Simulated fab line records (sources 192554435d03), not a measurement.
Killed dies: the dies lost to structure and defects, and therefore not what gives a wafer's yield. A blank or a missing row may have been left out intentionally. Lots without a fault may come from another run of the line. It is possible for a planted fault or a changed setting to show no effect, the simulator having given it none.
A single fault, viewed from 2 desks / flow n5_finfet / each desk has only its own numbers; what lay behind them comes last

DESK OF THE TOOL OWNER: epi_rpcvd-03
The tool's own readings at N5_SD_EPI_N_EPI_21 (deposits Si:P, time 690 s): means of the sampled wafers that have a number, for each lot that ran on this tool. A lot is out of limits, marked OUT, if its mean lies more than 4 standard deviations from the usual mean; the brackets give that distance.
Columns: A = chamber_pressure_Torr at N5_SD_EPI_N_EPI_21, usual 254.9 Torr; B = susceptor_temp_C at N5_SD_EPI_N_EPI_21, usual 680.01 C
lot=L915; first seen here=day 3 15:05; A=255.5; B=679.77
lot=L925; first seen here=day 6 04:18; A=106.9 (-99 or more) OUT; B=680.06
lot=L927; first seen here=day 6 16:51; A=107.4 (-99 or more) OUT; B=680.22
This desk's finding: out of limits on L925, L927; first on L925, day 6 04:18 (chamber_pressure_Torr at N5_SD_EPI_N_EPI_21). L915 stayed within limits.

METROLOGY DESK
What the gauges read, lot by lot, whatever tool the lot ran on: means of the sampled wafers that have a number. A lot is out of limits, marked OUT, if its mean lies more than 4 standard deviations from the usual mean; the brackets give that distance. Shown are 7 of the 17 readings it has, namely the first that went out of limits plus those furthest out on some lot.
Columns: A = thk_nm at N5_SD_EPI_N_EPI_MEAS_23, usual 59.1 nm; B = RS_SD_N at N5_SD_ACTIVATION_RS_MEAS_03, usual 21.85 ohm/sq; C = ION_N at N5_BEOL_M4_RC_MEAS_101, usual 671 uA/um; D = RC_DENSE_N at N5_BEOL_M4_RC_MEAS_101, usual 19.0 ohm.um; E = RC_N at N5_BEOL_M4_RC_MEAS_101, usual 15.49 ohm.um; F = REXT_N at N5_BEOL_M4_RC_MEAS_101, usual 75.8 ohm.um; G = RS_SD_N at N5_BEOL_M4_RC_MEAS_101, usual 28.3 ohm/sq
lot=L915; first seen here=day 3 16:14; A=60.0; B=21.83; C=674; D=19.2; E=15.45; F=76.9; G=28.2
lot=L925; first seen here=day 6 05:28; A=40.9 (-17) OUT; B=33.43 (+43) OUT; C=637; D=20.8 (+5.6) OUT; E=16.99 (+5.3) OUT; F=95.3 (+14) OUT; G=43.4 (+41) OUT
lot=L927; first seen here=day 6 19:08; A=41.7 (-16) OUT; B=33.20 (+42) OUT; C=644; D=20.5 (+4.6) OUT; E=16.63 (+4.1) OUT; F=96.6 (+15) OUT; G=43.3 (+41) OUT
lot=L932; first seen here=day 8 01:48; A=58.3; B=22.32; C=657; D=18.9; E=15.34; F=75.9; G=28.9
This desk's finding: out of limits on L925, L927; first on L925, day 6 05:28 (thk_nm at N5_SD_EPI_N_EPI_MEAS_23). L915, L932 stayed within limits.

BROUGHT TOGETHER
An alarm could have come from the tool owner's desk at day 6 04:18, on L925, L927.
On L925, L927, the metrology desk was in a position to raise an alarm at day 6 05:28.
Of the lots named, all ran N5_SD_EPI_N_EPI_21 on epi_rpcvd-03.

WHAT WAS PUT IN BY THE SIMULATOR
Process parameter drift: epi_rpcvd-03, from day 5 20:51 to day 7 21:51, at N5_SD_EPI_N_EPI_21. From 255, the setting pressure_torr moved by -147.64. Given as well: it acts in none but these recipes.
Struck lots among those shown: L925, L927.
Time in hours from fault onset to the first out-of-limits reading at each desk: tool owner's desk 7, metrology desk 9.
